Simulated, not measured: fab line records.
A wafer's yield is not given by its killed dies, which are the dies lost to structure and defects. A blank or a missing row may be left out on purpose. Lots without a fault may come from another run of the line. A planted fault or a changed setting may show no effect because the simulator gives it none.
fab line records / flow nand_harc
record lots=6 wafers=18 last_day=33
route steps=1302 shown A_CHANNEL_HOLE_D2@607 A_CHANNEL_FILL_D2@610
lots untouched by any fault: they come from a run of this same line in which no faults occurred
start_h: hours from the record's first day to the start of the lot's first wafer shown / wait_h: hours elapsed since this lot's preceding step / " unchanged from the row above / L1.1+2: a single row standing in for several wafers / - no value, or no start was given / * or withheld: withheld / < > ~ a bound
route shown NAME@n: names a module that has steps shown in the file, with the first one's number in the route / usual: mean/standard deviation of fault-free wafers / same: alike in all rows / chamber/n: place in a boat / sites: per-site readings / _std_site: the values' standard deviation / _edge_site: mean of outer sites minus mean of inner sites / radius_mm: for every site, how far away it sits from the centre of the wafer / mask NAME#n: copy n / behind: tool/chamber where the wafer was last shaped / hold: why the lot went on hold/how many hours it stayed there/how the hold came to an end / device: names the non-switching transistor (n, p or np) / end of line: the tests these same wafers got at the end of their route / a step with no rows: only its recipe / killed: dies that structure and defects cost at the first sort, which is not the same as the wafer's yield / map: the dies of a wafer, with x for killed, . for not killed, _ for no die there
set.NAME: the setting as run; set.NAME@STEP: as run at that earlier step / model.NAME: the simulator's own value behind a step, which no gauge read
lots seen at some steps along the route; tables by step, rows by wafer
services: a tool's chamber out of use, with start hour (start_h, from the record's first day; less than 0 if before it), hours out, and reason
## steps
# step NHARC_A_CHANNEL_HOLE_D2_CD_MEAS_31
# usual cd_nm=90.2/0.81
lot.wafer=L768.1 tool=cd_sem-01 chamber=- start_h=394.81 wait_h=0.1 cd_nm=92.1
lot.wafer=L768.2 tool=cd_sem-01 chamber=- start_h=394.81 wait_h=0.1 cd_nm=91.5
lot.wafer=L768.3 tool=cd_sem-01 chamber=- start_h=394.81 wait_h=0.1 cd_nm=88.3
lot.wafer=L770.1 tool=cd_sem-02 chamber=- start_h=407.08 wait_h=- cd_nm=89.2
lot.wafer=L770.2 tool=cd_sem-02 chamber=- start_h=407.08 wait_h=- cd_nm=89.7
lot.wafer=L770.3 tool=cd_sem-02 chamber=- start_h=407.08 wait_h=- cd_nm=89.9
lot.wafer=L781.3 tool=cd_sem-03 chamber=- start_h=514.77 wait_h=- cd_nm=90.1
lot.wafer=L781.5 tool=cd_sem-03 chamber=- start_h=514.77 wait_h=- cd_nm=90.6
lot.wafer=L781.6 tool=cd_sem-03 chamber=- start_h=514.77 wait_h=- cd_nm=89.8
lot.wafer=L780.1 tool=cd_sem-01 chamber=- start_h=516.23 wait_h=- cd_nm=91.0
lot.wafer=L780.3 tool=cd_sem-01 chamber=- start_h=516.23 wait_h=- cd_nm=90.2
lot.wafer=L780.6 tool=cd_sem-01 chamber=- start_h=516.23 wait_h=- cd_nm=91.2
lot.wafer=L782.2 tool=cd_sem-01 chamber=- start_h=521.72 wait_h=- cd_nm=90.3
lot.wafer=L782.4 tool=cd_sem-01 chamber=- start_h=521.72 wait_h=- cd_nm=89.7
lot.wafer=L782.5 tool=cd_sem-01 chamber=- start_h=521.72 wait_h=- cd_nm=90.0
lot.wafer=L783.3 tool=cd_sem-01 chamber=- start_h=538.19 wait_h=- cd_nm=92.5
lot.wafer=L783.4 tool=cd_sem-01 chamber=- start_h=538.19 wait_h=- cd_nm=90.5
lot.wafer=L783.6 tool=cd_sem-01 chamber=- start_h=538.19 wait_h=- cd_nm=90.6
# step NHARC_A_CHANNEL_HOLE_D2_XSEM_32
# recipe landing_energy_ev=35000
# usual bot_cd_nm=74.8/1.1 bow_nm=8.63/0.26 tilt_deg=0.07/0.04
lot.wafer=L768.1 tool=xsem-02 chamber=0 start_h=394.90 wait_h=0.1 bot_cd_nm=77.8 bow_nm=8.56 tilt_deg=0.07
lot.wafer=L768.2 tool=xsem-02 chamber=0 start_h=394.90 wait_h=0.1 bot_cd_nm=77.3 bow_nm=8.58 tilt_deg=0.06
lot.wafer=L768.3 tool=xsem-02 chamber=0 start_h=394.90 wait_h=0.1 bot_cd_nm=74.2 bow_nm=8.50 tilt_deg=0.06
lot.wafer=L770.1 tool=xsem-01 chamber=0 start_h=407.16 wait_h=0.1 bot_cd_nm=73.9 bow_nm=8.78 tilt_deg=0.12
lot.wafer=L770.2 tool=xsem-01 chamber=0 start_h=407.16 wait_h=0.1 bot_cd_nm=73.7 bow_nm=8.77 tilt_deg=0.12
lot.wafer=L770.3 tool=xsem-01 chamber=0 start_h=407.16 wait_h=0.1 bot_cd_nm=74.7 bow_nm=8.80 tilt_deg=0.12
lot.wafer=L781.3 tool=xsem-01 chamber=0 start_h=514.86 wait_h=0.1 bot_cd_nm=73.1 bow_nm=9.22 tilt_deg=0.08
lot.wafer=L781.5 tool=xsem-01 chamber=0 start_h=514.86 wait_h=0.1 bot_cd_nm=74.2 bow_nm=9.17 tilt_deg=0.08
lot.wafer=L781.6 tool=xsem-01 chamber=0 start_h=514.86 wait_h=0.1 bot_cd_nm=73.7 bow_nm=9.17 tilt_deg=0.08
lot.wafer=L780.1 tool=xsem-02 chamber=0 start_h=516.32 wait_h=0.1 bot_cd_nm=76.3 bow_nm=8.64 tilt_deg=0.07
lot.wafer=L780.3 tool=xsem-02 chamber=0 start_h=516.32 wait_h=0.1 bot_cd_nm=74.1 bow_nm=8.66 tilt_deg=0.08
lot.wafer=L780.6 tool=xsem-02 chamber=0 start_h=516.32 wait_h=0.1 bot_cd_nm=75.6 bow_nm=8.72 tilt_deg=0.08
lot.wafer=L782.2 tool=xsem-02 chamber=0 start_h=521.81 wait_h=0.1 bot_cd_nm=74.7 bow_nm=8.35 tilt_deg=0.03
lot.wafer=L782.4 tool=xsem-02 chamber=0 start_h=521.81 wait_h=0.1 bot_cd_nm=74.4 bow_nm=8.38 tilt_deg=0.03
lot.wafer=L782.5 tool=xsem-02 chamber=0 start_h=521.81 wait_h=0.1 bot_cd_nm=75.4 bow_nm=8.22 tilt_deg=0.03
lot.wafer=L783.3 tool=xsem-01 chamber=0 start_h=538.28 wait_h=0.1 bot_cd_nm=76.3 bow_nm=8.51 tilt_deg=0.10
lot.wafer=L783.4 tool=xsem-01 chamber=0 start_h=538.28 wait_h=0.1 bot_cd_nm=75.0 bow_nm=8.54 tilt_deg=0.10
lot.wafer=L783.6 tool=xsem-01 chamber=0 start_h=538.28 wait_h=0.1 bot_cd_nm=74.3 bow_nm=8.43 tilt_deg=0.10
# step NHARC_A_CHANNEL_HOLE_D2_INSPECT_40
# usual raw_defect_count=291/100
lot.wafer=L768.1 tool=defect_inspect-01 chamber=- start_h=395.00 wait_h=- raw_defect_count=310
lot.wafer=L768.2 tool=defect_inspect-01 chamber=- start_h=395.00 wait_h=- raw_defect_count=326
lot.wafer=L768.3 tool=defect_inspect-01 chamber=- start_h=395.00 wait_h=- raw_defect_count=253
lot.wafer=L770.1 tool=defect_inspect-01 chamber=- start_h=407.26 wait_h=- raw_defect_count=233
lot.wafer=L770.2 tool=defect_inspect-01 chamber=- start_h=407.26 wait_h=- raw_defect_count=268
lot.wafer=L770.3 tool=defect_inspect-01 chamber=- start_h=407.26 wait_h=- raw_defect_count=165
lot.wafer=L781.3 tool=defect_inspect-01 chamber=- start_h=514.95 wait_h=- raw_defect_count=246
lot.wafer=L781.5 tool=defect_inspect-01 chamber=- start_h=514.95 wait_h=- raw_defect_count=253
lot.wafer=L781.6 tool=defect_inspect-01 chamber=- start_h=514.95 wait_h=- raw_defect_count=176
lot.wafer=L780.1 tool=defect_inspect-01 chamber=- start_h=516.42 wait_h=- raw_defect_count=242
lot.wafer=L780.3 tool=defect_inspect-01 chamber=- start_h=516.42 wait_h=- raw_defect_count=274
lot.wafer=L780.6 tool=defect_inspect-01 chamber=- start_h=516.42 wait_h=- raw_defect_count=280
lot.wafer=L782.2 tool=defect_inspect-02 chamber=- start_h=521.90 wait_h=- raw_defect_count=255
lot.wafer=L782.4 tool=defect_inspect-02 chamber=- start_h=521.90 wait_h=- raw_defect_count=346
lot.wafer=L782.5 tool=defect_inspect-02 chamber=- start_h=521.90 wait_h=- raw_defect_count=284
lot.wafer=L783.3 tool=defect_inspect-01 chamber=- start_h=538.37 wait_h=- raw_defect_count=337
lot.wafer=L783.4 tool=defect_inspect-01 chamber=- start_h=538.37 wait_h=- raw_defect_count=296
lot.wafer=L783.6 tool=defect_inspect-01 chamber=- start_h=538.37 wait_h=- raw_defect_count=386
# step NHARC_A_CHANNEL_FILL_D2_PRECLEAN_00
# recipe time_s=* temp_c=50 bath_age_min=0 chemistry=SC1
# step NHARC_A_CHANNEL_FILL_D2_SRD_01
# step NHARC_A_CHANNEL_FILL_D2_ALD_02
# recipe target_thk_a=60 pulse_time_s=10 ald_cycles=60 temp_c=300 material=SiO2
# step NHARC_A_CHANNEL_FILL_D2_ALD_03
# recipe target_thk_a=60 pulse_time_s=60 ald_cycles=58 temp_c=630 pressure_torr=2 material=SiNx
# usual chamber_pressure_Torr=2.000/0.0048 precursor_pulse_height_rel=1.002/0.017
lot.wafer=L768.1 tool=ald_sin_batch-03 chamber=0 start_h=- wait_h=- chamber_pressure_Torr=1.997 precursor_pulse_height_rel=0.998
lot.wafer=L768.2 tool=ald_sin_batch-03 chamber=0 start_h=- wait_h=- chamber_pressure_Torr=2.001 precursor_pulse_height_rel=0.990
lot.wafer=L768.3 tool=ald_sin_batch-03 chamber=0 start_h=- wait_h=- chamber_pressure_Torr=1.995 precursor_pulse_height_rel=0.991
lot.wafer=L770.1 tool=ald_sin_batch-01 chamber=0 start_h=- wait_h=- chamber_pressure_Torr=2.006 precursor_pulse_height_rel=1.017
lot.wafer=L770.2 tool=ald_sin_batch-01 chamber=0 start_h=- wait_h=- chamber_pressure_Torr=1.995 precursor_pulse_height_rel=1.018
lot.wafer=L770.3 tool=ald_sin_batch-01 chamber=0 start_h=- wait_h=- chamber_pressure_Torr=1.997 precursor_pulse_height_rel=0.990
lot.wafer=L780.1 tool=ald_sin_batch-02 chamber=0 start_h=- wait_h=- chamber_pressure_Torr=1.998 precursor_pulse_height_rel=1.027
lot.wafer=L780.3 tool=ald_sin_batch-02 chamber=0 start_h=- wait_h=- chamber_pressure_Torr=1.997 precursor_pulse_height_rel=0.991
lot.wafer=L780.6 tool=ald_sin_batch-02 chamber=0 start_h=- wait_h=- chamber_pressure_Torr=2.010 precursor_pulse_height_rel=1.002
lot.wafer=L781.3 tool=ald_sin_batch-02 chamber=0 start_h=- wait_h=- chamber_pressure_Torr=2.003 precursor_pulse_height_rel=1.018
lot.wafer=L781.5 tool=ald_sin_batch-02 chamber=0 start_h=- wait_h=- chamber_pressure_Torr=2.000 precursor_pulse_height_rel=1.014
lot.wafer=L781.6 tool=ald_sin_batch-02 chamber=0 start_h=- wait_h=- chamber_pressure_Torr=1.999 precursor_pulse_height_rel=1.000
lot.wafer=L782.2 tool=ald_sin_batch-02 chamber=0 start_h=- wait_h=- chamber_pressure_Torr=1.992 precursor_pulse_height_rel=1.026
lot.wafer=L782.4 tool=ald_sin_batch-02 chamber=0 start_h=- wait_h=- chamber_pressure_Torr=1.994 precursor_pulse_height_rel=0.972
lot.wafer=L782.5 tool=ald_sin_batch-02 chamber=0 start_h=- wait_h=- chamber_pressure_Torr=2.004 precursor_pulse_height_rel=1.008
lot.wafer=L783.3 tool=ald_sin_batch-03 chamber=0 start_h=- wait_h=- chamber_pressure_Torr=1.997 precursor_pulse_height_rel=0.991
lot.wafer=L783.4 tool=ald_sin_batch-03 chamber=0 start_h=- wait_h=- chamber_pressure_Torr=2.000 precursor_pulse_height_rel=1.015
lot.wafer=L783.6 tool=ald_sin_batch-03 chamber=0 start_h=- wait_h=- chamber_pressure_Torr=1.995 precursor_pulse_height_rel=1.019
# step NHARC_A_CHANNEL_FILL_D2_ALD_14
# recipe target_thk_a=25 pulse_time_s=10 ald_cycles=25 temp_c=300 material=SiO2
# usual heater_power_w=472/60 precursor_pulse_height_rel=1.002/0.018
lot.wafer=L768.2 tool=ald_hk-04 chamber=3 start_h=402.25 wait_h=0.0 heater_power_w=505 precursor_pulse_height_rel=1.000
lot.wafer=L768.3 tool=ald_hk-04 chamber=1 start_h=402.25 wait_h=0.0 heater_power_w=480 precursor_pulse_height_rel=0.976
lot.wafer=L768.1 tool=ald_hk-04 chamber=2 start_h=402.25 wait_h=0.0 heater_power_w=382 precursor_pulse_height_rel=0.991
lot.wafer=L770.2 tool=ald_hk-01 chamber=3 start_h=414.63 wait_h=0.0 heater_power_w=445 precursor_pulse_height_rel=0.999
lot.wafer=L770.1 tool=ald_hk-01 chamber=0 start_h=414.63 wait_h=0.0 heater_power_w=594 precursor_pulse_height_rel=0.998
lot.wafer=L770.3 tool=ald_hk-01 chamber=2 start_h=414.63 wait_h=0.0 heater_power_w=505 precursor_pulse_height_rel=1.017
lot.wafer=L780.1 tool=ald_hk-02 chamber=0 start_h=522.15 wait_h=0.0 heater_power_w=569 precursor_pulse_height_rel=1.014
lot.wafer=L780.3 tool=ald_hk-02 chamber=3 start_h=522.15 wait_h=0.0 heater_power_w=415 precursor_pulse_height_rel=0.996
lot.wafer=L780.6 tool=ald_hk-02 chamber=0 start_h=522.15 wait_h=0.0 heater_power_w=564 precursor_pulse_height_rel=0.997
lot.wafer=L781.3 tool=ald_hk-04 chamber=1 start_h=522.26 wait_h=0.2 heater_power_w=505 precursor_pulse_height_rel=0.976
lot.wafer=L781.5 tool=ald_hk-04 chamber=2 start_h=522.26 wait_h=0.2 heater_power_w=387 precursor_pulse_height_rel=0.996
lot.wafer=L781.6 tool=ald_hk-04 chamber=3 start_h=522.26 wait_h=0.2 heater_power_w=470 precursor_pulse_height_rel=1.049
lot.wafer=L782.2 tool=ald_hk-04 chamber=3 start_h=530.74 wait_h=0.1 heater_power_w=477 precursor_pulse_height_rel=1.014
lot.wafer=L782.4 tool=ald_hk-04 chamber=0 start_h=530.74 wait_h=0.1 heater_power_w=405 precursor_pulse_height_rel=1.010
lot.wafer=L782.5 tool=ald_hk-04 chamber=3 start_h=530.74 wait_h=0.1 heater_power_w=474 precursor_pulse_height_rel=1.003
lot.wafer=L783.4 tool=ald_hk-01 chamber=1 start_h=546.14 wait_h=0.1 heater_power_w=496 precursor_pulse_height_rel=1.001
lot.wafer=L783.3 tool=ald_hk-01 chamber=2 start_h=546.14 wait_h=0.1 heater_power_w=514 precursor_pulse_height_rel=1.022
lot.wafer=L783.6 tool=ald_hk-01 chamber=0 start_h=546.14 wait_h=0.1 heater_power_w=588 precursor_pulse_height_rel=0.968
# step NHARC_A_CHANNEL_FILL_D2_ALD_15
# recipe target_thk_a=20 pulse_time_s=60 ald_cycles=19 temp_c=630 pressure_torr=2 material=SiNx
# step NHARC_A_CHANNEL_FILL_D2_ALD_16
# recipe target_thk_a=15 pulse_time_s=10 ald_cycles=15 temp_c=300 material=SiO2
# usual heater_power_w=471/58 precursor_pulse_height_rel=0.998/0.02
lot.wafer=L768.1 tool=ald_hk-04 chamber=3 start_h=407.43 wait_h=0.0 heater_power_w=498 precursor_pulse_height_rel=0.965
lot.wafer=L768.2 tool=ald_hk-04 chamber=1 start_h=407.43 wait_h=0.0 heater_power_w=494 precursor_pulse_height_rel=1.007
lot.wafer=L768.3 tool=ald_hk-04 chamber=2 start_h=407.43 wait_h=0.0 heater_power_w=374 precursor_pulse_height_rel=0.967
lot.wafer=L770.2 tool=ald_hk-02 chamber=0 start_h=419.79 wait_h=0.0 heater_power_w=583 precursor_pulse_height_rel=1.013
lot.wafer=L770.1 tool=ald_hk-02 chamber=1 start_h=419.79 wait_h=0.0 heater_power_w=482 precursor_pulse_height_rel=0.974
lot.wafer=L770.3 tool=ald_hk-02 chamber=3 start_h=419.79 wait_h=0.0 heater_power_w=413 precursor_pulse_height_rel=0.971
lot.wafer=L781.3 tool=ald_hk-01 chamber=0 start_h=527.30 wait_h=0.0 heater_power_w=598 precursor_pulse_height_rel=1.016
lot.wafer=L781.6 tool=ald_hk-01 chamber=0 start_h=527.30 wait_h=0.0 heater_power_w=603 precursor_pulse_height_rel=1.006
lot.wafer=L781.5 tool=ald_hk-01 chamber=1 start_h=527.30 wait_h=0.0 heater_power_w=494 precursor_pulse_height_rel=1.013
lot.wafer=L780.3 tool=ald_hk-04 chamber=3 start_h=527.30 wait_h=0.0 heater_power_w=471 precursor_pulse_height_rel=1.016
lot.wafer=L780.1 tool=ald_hk-04 chamber=2 start_h=527.30 wait_h=0.0 heater_power_w=368 precursor_pulse_height_rel=1.038
lot.wafer=L780.6 tool=ald_hk-04 chamber=3 start_h=527.30 wait_h=0.0 heater_power_w=458 precursor_pulse_height_rel=0.975
lot.wafer=L782.2 tool=ald_hk-04 chamber=0 start_h=535.93 wait_h=0.0 heater_power_w=412 precursor_pulse_height_rel=1.003
lot.wafer=L782.4 tool=ald_hk-04 chamber=1 start_h=535.93 wait_h=0.0 heater_power_w=511 precursor_pulse_height_rel=0.972
lot.wafer=L782.5 tool=ald_hk-04 chamber=1 start_h=535.93 wait_h=0.0 heater_power_w=519 precursor_pulse_height_rel=1.016
lot.wafer=L783.3 tool=ald_hk-04 chamber=3 start_h=551.33 wait_h=0.1 heater_power_w=469 precursor_pulse_height_rel=1.049
lot.wafer=L783.4 tool=ald_hk-04 chamber=0 start_h=551.33 wait_h=0.1 heater_power_w=397 precursor_pulse_height_rel=0.994
lot.wafer=L783.6 tool=ald_hk-04 chamber=3 start_h=551.33 wait_h=0.1 heater_power_w=472 precursor_pulse_height_rel=0.998
# step NHARC_A_CHANNEL_FILL_D2_ANNEAL_17
# recipe temp_c=850 time_s=1800
# step NHARC_A_CHANNEL_FILL_D2_CVD_18
# recipe target_thk_a=30 temp_c=550 material=poly-Si
# step NHARC_A_CHANNEL_FILL_D2_ETCHBACK_19
# recipe target_depth_a=50 time_s=1.7 hbr_flow_sccm=150 cl2_flow_sccm=50 rf_w=400 icp_w=400 bias_w=100 chemistry=HBr/Cl2
# usual drypump_motor_current_A=5.60/0.25 oes_product_au=1.001/0.007 throttle_valve_pct=26.406/0.0088
lot.wafer=L768.2 tool=rie_si-06 chamber=1 start_h=420.74 wait_h=0.4 drypump_motor_current_A=5.27 oes_product_au=0.996 rf_hours_counter_h=0.9 throttle_valve_pct=26.406
lot.wafer=L768.3 tool=rie_si-06 chamber=2 start_h=420.74 wait_h=0.4 drypump_motor_current_A=5.38 oes_product_au=1.010 rf_hours_counter_h=0.9 throttle_valve_pct=26.408
lot.wafer=L768.1 tool=rie_si-06 chamber=3 start_h=420.74 wait_h=0.4 drypump_motor_current_A=5.25 oes_product_au=0.986 rf_hours_counter_h=1.0 throttle_valve_pct=26.402
lot.wafer=L770.3 tool=rie_si-05 chamber=1 start_h=432.38 wait_h=0.4 drypump_motor_current_A=5.76 oes_product_au=1.016 rf_hours_counter_h=0.8 throttle_valve_pct=26.406
lot.wafer=L770.1 tool=rie_si-05 chamber=2 start_h=432.38 wait_h=0.4 drypump_motor_current_A=5.82 oes_product_au=1.009 rf_hours_counter_h=0.8 throttle_valve_pct=26.415
lot.wafer=L770.2 tool=rie_si-05 chamber=0 start_h=432.38 wait_h=0.4 drypump_motor_current_A=5.28 oes_product_au=1.008 rf_hours_counter_h=0.8 throttle_valve_pct=26.397
lot.wafer=L780.1 tool=rie_si-06 chamber=1 start_h=540.62 wait_h=0.4 drypump_motor_current_A=5.26 oes_product_au=0.993 rf_hours_counter_h=0.6 throttle_valve_pct=26.409
lot.wafer=L780.3 tool=rie_si-06 chamber=3 start_h=540.62 wait_h=0.4 drypump_motor_current_A=5.26 oes_product_au=0.996 rf_hours_counter_h=0.6 throttle_valve_pct=26.407
lot.wafer=L780.6 tool=rie_si-06 chamber=2 start_h=540.62 wait_h=0.4 drypump_motor_current_A=5.37 oes_product_au=0.993 rf_hours_counter_h=- throttle_valve_pct=26.421
lot.wafer=L781.3 tool=rie_si-05 chamber=1 start_h=540.63 wait_h=0.4 drypump_motor_current_A=5.77 oes_product_au=0.707 rf_hours_counter_h=0.3 throttle_valve_pct=26.412
lot.wafer=L781.6 tool=rie_si-05 chamber=0 start_h=540.63 wait_h=0.4 drypump_motor_current_A=5.30 oes_product_au=1.003 rf_hours_counter_h=- throttle_valve_pct=26.411
lot.wafer=L781.5 tool=rie_si-05 chamber=1 start_h=540.63 wait_h=0.4 drypump_motor_current_A=5.75 oes_product_au=1.012 rf_hours_counter_h=- throttle_valve_pct=26.402
lot.wafer=L782.4 tool=rie_si-05 chamber=3 start_h=547.45 wait_h=0.4 drypump_motor_current_A=5.88 oes_product_au=0.997 rf_hours_counter_h=0.3 throttle_valve_pct=26.403
lot.wafer=L782.2 tool=rie_si-05 chamber=1 start_h=547.45 wait_h=0.4 drypump_motor_current_A=5.78 oes_product_au=0.710 rf_hours_counter_h=0.3 throttle_valve_pct=26.404
lot.wafer=L782.5 tool=rie_si-05 chamber=0 start_h=547.45 wait_h=0.4 drypump_motor_current_A=5.26 oes_product_au=1.009 rf_hours_counter_h=- throttle_valve_pct=26.409
lot.wafer=L783.3 tool=rie_si-02 chamber=2 start_h=560.74 wait_h=0.4 drypump_motor_current_A=5.62 oes_product_au=1.009 rf_hours_counter_h=0.7 throttle_valve_pct=26.407
lot.wafer=L783.4 tool=rie_si-02 chamber=0 start_h=560.74 wait_h=0.4 drypump_motor_current_A=5.38 oes_product_au=0.997 rf_hours_counter_h=0.8 throttle_valve_pct=26.417
lot.wafer=L783.6 tool=rie_si-02 chamber=2 start_h=560.74 wait_h=0.4 drypump_motor_current_A=5.63 oes_product_au=1.005 rf_hours_counter_h=- throttle_valve_pct=26.413
# step NHARC_A_CHANNEL_FILL_D2_ETCHBACK_20
# recipe target_depth_a=270 time_s=13.5 c4f8_flow_sccm=withheld o2_flow_sccm=8 ar_flow_sccm=withheld rf_w=600 bias_w=1500 chemistry=C4F8/O2/Ar
# usual oes_product_au=0.985/0.026 rf_vpp_V=976/4.5
lot.wafer=L768.2 tool=rie_diel-12 chamber=2 start_h=420.85 wait_h=- oes_product_au=0.988 rf_hours_counter_h=25 rf_vpp_V=975
lot.wafer=L768.1 tool=rie_diel-12 chamber=0 start_h=420.85 wait_h=- oes_product_au=1.000 rf_hours_counter_h=24 rf_vpp_V=978
lot.wafer=L768.3 tool=rie_diel-12 chamber=1 start_h=420.85 wait_h=- oes_product_au=0.999 rf_hours_counter_h=17 rf_vpp_V=976
lot.wafer=L770.1 tool=rie_diel-12 chamber=3 start_h=432.51 wait_h=- oes_product_au=0.999 rf_hours_counter_h=26 rf_vpp_V=975
lot.wafer=L770.2 tool=rie_diel-12 chamber=1 start_h=432.51 wait_h=- oes_product_au=0.995 rf_hours_counter_h=18 rf_vpp_V=979
lot.wafer=L770.3 tool=rie_diel-12 chamber=2 start_h=432.51 wait_h=- oes_product_au=0.992 rf_hours_counter_h=25 rf_vpp_V=976
lot.wafer=L781.3 tool=rie_diel-11 chamber=2 start_h=540.77 wait_h=- oes_product_au=0.931 rf_hours_counter_h=2 rf_vpp_V=970
lot.wafer=L781.5 tool=rie_diel-11 chamber=0 start_h=540.77 wait_h=- oes_product_au=0.939 rf_hours_counter_h=- rf_vpp_V=974
lot.wafer=L781.6 tool=rie_diel-11 chamber=1 start_h=540.77 wait_h=- oes_product_au=0.937 rf_hours_counter_h=- rf_vpp_V=972
lot.wafer=L780.1 tool=rie_diel-07 chamber=3 start_h=540.77 wait_h=- oes_product_au=0.999 rf_hours_counter_h=2 rf_vpp_V=972
lot.wafer=L780.3 tool=rie_diel-07 chamber=0 start_h=540.77 wait_h=- oes_product_au=0.993 rf_hours_counter_h=1 rf_vpp_V=984
lot.wafer=L780.6 tool=rie_diel-07 chamber=2 start_h=540.77 wait_h=- oes_product_au=0.992 rf_hours_counter_h=- rf_vpp_V=980
lot.wafer=L782.4 tool=rie_diel-07 chamber=3 start_h=547.58 wait_h=- oes_product_au=1.009 rf_hours_counter_h=2 rf_vpp_V=970
lot.wafer=L782.2 tool=rie_diel-07 chamber=0 start_h=547.58 wait_h=- oes_product_au=0.997 rf_hours_counter_h=1 rf_vpp_V=984
lot.wafer=L782.5 tool=rie_diel-07 chamber=3 start_h=547.58 wait_h=- oes_product_au=1.008 rf_hours_counter_h=- rf_vpp_V=971
lot.wafer=L783.4 tool=rie_diel-11 chamber=3 start_h=560.87 wait_h=- oes_product_au=1.004 rf_hours_counter_h=3 rf_vpp_V=977
lot.wafer=L783.3 tool=rie_diel-11 chamber=0 start_h=560.87 wait_h=- oes_product_au=0.996 rf_hours_counter_h=3 rf_vpp_V=972
lot.wafer=L783.6 tool=rie_diel-11 chamber=3 start_h=560.87 wait_h=- oes_product_au=0.996 rf_hours_counter_h=- rf_vpp_V=975
## services
tool=xsem-01 chamber=- start_h=374.00 hours=14.0 kind=pm
tool=rie_diel-07 chamber=- start_h=391.05 hours=0.4 kind=repair
tool=rie_diel-12 chamber=- start_h=392.43 hours=2.7 kind=repair
tool=rie_si-02 chamber=3 start_h=407.83 hours=3.4 kind=repair
tool=rie_diel-11 chamber=0 start_h=413.39 hours=5.5 kind=repair
tool=rie_si-06 chamber=- start_h=426.00 hours=9.0 kind=pm
tool=rie_diel-11 chamber=- start_h=432.50 hours=9.0 kind=pm
tool=rie_diel-07 chamber=2 start_h=437.36 hours=3.0 kind=repair
tool=rie_diel-12 chamber=0 start_h=442.01 hours=4.3 kind=repair
tool=rie_diel-12 chamber=- start_h=445.40 hours=9.0 kind=pm
tool=rie_diel-07 chamber=0 start_h=451.93 hours=14.4 kind=repair
tool=rie_si-02 chamber=- start_h=454.00 hours=9.0 kind=pm
tool=rie_si-05 chamber=2 start_h=458.81 hours=1.0 kind=repair
tool=rie_diel-11 chamber=1 start_h=459.15 hours=5.2 kind=repair
tool=rie_diel-12 chamber=1 start_h=464.60 hours=2.3 kind=repair
tool=rie_diel-07 chamber=- start_h=471.20 hours=9.0 kind=pm
tool=ald_hk-01 chamber=- start_h=480.47 hours=1.0 kind=repair
tool=rie_si-05 chamber=- start_h=482.00 hours=9.0 kind=pm
tool=ald_hk-01 chamber=- start_h=483.35 hours=10.0 kind=pm
tool=rie_si-06 chamber=2 start_h=496.63 hours=4.2 kind=repair
tool=rie_diel-07 chamber=0 start_h=500.74 hours=19.2 kind=repair
tool=ald_sin_batch-01 chamber=- start_h=508.23 hours=26.0 kind=pm
tool=rie_diel-11 chamber=1 start_h=517.66 hours=16.6 kind=repair
tool=rie_si-06 chamber=2 start_h=553.63 hours=6.4 kind=repair
## key
first_sign step=NHARC_A_CHANNEL_FILL_D2_ETCHBACK_19 reading=oes_product_au direction=down sigmas=42 usual=1.001 struck=0.708
effect none on later readings
met_at NHARC_A_CHANNEL_FILL_D2_ETCHBACK_19
struck_wafers L781.3,L782.2
later_rows_left_out L781.3,L782.2
sort_left_out L781.3,L782.2
tester_left_out L781,L782
onset_between 432.38 540.63
fault kind=process_parameter_drift tool=rie_si-05 chamber=- onset_h=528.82 steps=NHARC_A_CHANNEL_FILL_D2_ETCHBACK_19 channel=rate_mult offset=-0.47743 shape=step end_h=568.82 scope=struck_wafers_only
# tester_left_out: of these lots the tester's yield and bins aren't shown, on N5 and GAA mostly nor the transistor test; their killed dies are dies lost to structure and defects alone, not to doping, threshold or leakage, so they don't give the yield
# sort_left_out: the simulated sort isn't trusted on such a fault, so these wafers' sort isn't shown, and their yield isn't known
# later_rows_left_out: the simulator's readings of these wafers behind a module that went badly wrong aren't trusted and aren't shown, but for the sort
